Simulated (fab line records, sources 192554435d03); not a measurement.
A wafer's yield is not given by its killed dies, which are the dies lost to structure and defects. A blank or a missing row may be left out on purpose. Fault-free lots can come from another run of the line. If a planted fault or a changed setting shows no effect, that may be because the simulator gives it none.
8D (eight disciplines) problem report, filled in by code + flow n5_finfet + the parts of the form that need people (team, actions taken, sign-off) are left out

## 1. THE PROBLEM
raw_defect_count at N5_BEOL_M4_INSPECT_59 reads a mean of 741 on 2 wafers of 2 lots; wafers without a fault read 66 with a standard deviation of 23. Measured from the usual mean, that is +29 standard deviations.
The step: inspects for defects (darkfield).
First observed at day 11 17:47: wafer L999.4, on defect_inspect-02. The record has a number at this step for 27 wafers belonging to 9 lots. Rule for "out", or "out of limits": more than 4 standard deviations from the usual mean. The rest of the wafers with a number are treated as sound.

## 2. WHAT IT IS AND WHAT IT IS NOT
| question                    | is                | is not                                                                                 |
|-----------------------------|-------------------|----------------------------------------------------------------------------------------|
| which readings at this step | raw_defect_count  | -                                                                                      |
| which lots                  | L100, L999        | L105, L108, L109, L991, L992, L994, L995                                               |
| which wafers of those lots  | L100.1, L999.4    | L100.3, L100.4, L999.1, L999.5                                                         |
| read on which gauges        | defect_inspect-02 | defect_inspect-01                                                                      |
| when                        | from day 11 17:47 | up to then (14 sound wafers); but 11 sound wafers of L100, L105, L108, L109 came after |

## 3. SUSPECTS, AND WHAT RULES EACH OUT
Counting: a tool at a process step up to the reading stays a suspect if it ran every lot that is out. Sound lots after the first of them don't rule it out here, since some wafers of a struck lot are sound.
- ruled out: the gauge at N5_BEOL_M4_INSPECT_59. All the wafers that are out were read on defect_inspect-02, but those of them that N5_BEOL_M5_INSPECT_13 has rows for are out there too, on other tools.
- pecvd-01 at N5_BEOL_M4_DEP_57 (deposits SiCN from 3MS/NH3, target thk 8 nm, time 14 s): kept. Every lot that is out went through it, the first being L999 (day 11 17:41); the last sound lot it ran before that was L995 (day 9 21:04).
- Within pecvd-01 at N5_BEOL_M4_DEP_57: the wafers that are out ran in chamber 0; their sound lot-mates ran in chambers 1, 2.
The count leaves pecvd-01 at N5_BEOL_M4_DEP_57.

## 4. THE CAUSE (what the simulator had put in)
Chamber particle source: pecvd-01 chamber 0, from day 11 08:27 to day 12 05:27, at N5_BEOL_M4_DEP_57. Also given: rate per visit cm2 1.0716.
Only this tool survived the counting.

## 5. THE EFFECT CHAIN, in route order
Each row: a reading where the mean over the struck wafers with a number is more than 3 standard deviations away from the usual. Readings are gone through only where the record gives a usual standard deviation; hours: the median, over the lots, of the time from a lot's start at the first step in this table giving one to that lot's start at this step; sigmas: the change measured in usual standard deviations.
| hours | step                    | reading              | usual  | on struck wafers | change | sigmas |
|-------|-------------------------|----------------------|--------|------------------|--------|--------|
| 0     | N5_BEOL_M4_INSPECT_59   | raw_defect_count     | 66     | 741              | +675   | +29    |
| 3     | N5_BEOL_M5_INSPECT_13   | raw_defect_count     | 407    | 1164             | +758   | +8.4   |
| 6     | N5_BEOL_M5_INSPECT_30   | raw_defect_count     | 407    | 1148             | +742   | +8.3   |
| 109   | N5_PASSIVATION_PROBE_49 | defect_limited_yield | 90.9 % | 85.2             | -5.7   | -4.1   |
| 109   | N5_PASSIVATION_PROBE_49 | killed_at_M4_up      | 14     | 86               | +72    | +14    |
| 109   | N5_PASSIVATION_PROBE_49 | killed_dies          | 107    | 175              | +68    | +4.0   |
| 109   | N5_PASSIVATION_PROBE_49 | killed_on_rim        | 14     | 30               | +16    | +3.8   |
| 109   | N5_PASSIVATION_PROBE_49 | sort_bin_5_function  | 5.3 %  | 8.8              | +3.5   | +3.7   |
| 109   | N5_PASSIVATION_PROBE_49 | sort_n_pass          | 1073   | 1005             | -68    | -4.0   |
| 109   | N5_PASSIVATION_PROBE_49 | sort_yield_pct       | 90.9 % | 85.2             | -5.7   | -3.8   |
Process steps it contains:
- N5_PASSIVATION_PROBE_49
At these later measuring or inspecting steps, every struck wafer for which the step has a row has a number for every such reading, and none has moved that far: N5_BEOL_M4_RC_MEAS_101.

## 6. HOW IT WOULD HAVE BEEN CAUGHT EARLIER
9 hours passed between the start of the fault at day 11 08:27 and the first reading out of limits at a measuring or inspecting step in this record, taken at day 11 17:47.
No tool reading at N5_BEOL_M4_DEP_57 that has a usual standard deviation in the record was out on any struck wafer, so an alarm limit of 4 standard deviations on those readings would not have fired.
Lots out: 2; of these, L100 started N5_BEOL_M4_DEP_57 on pecvd-01 after day 11 17:47. Holding the tool at that time would have saved it.
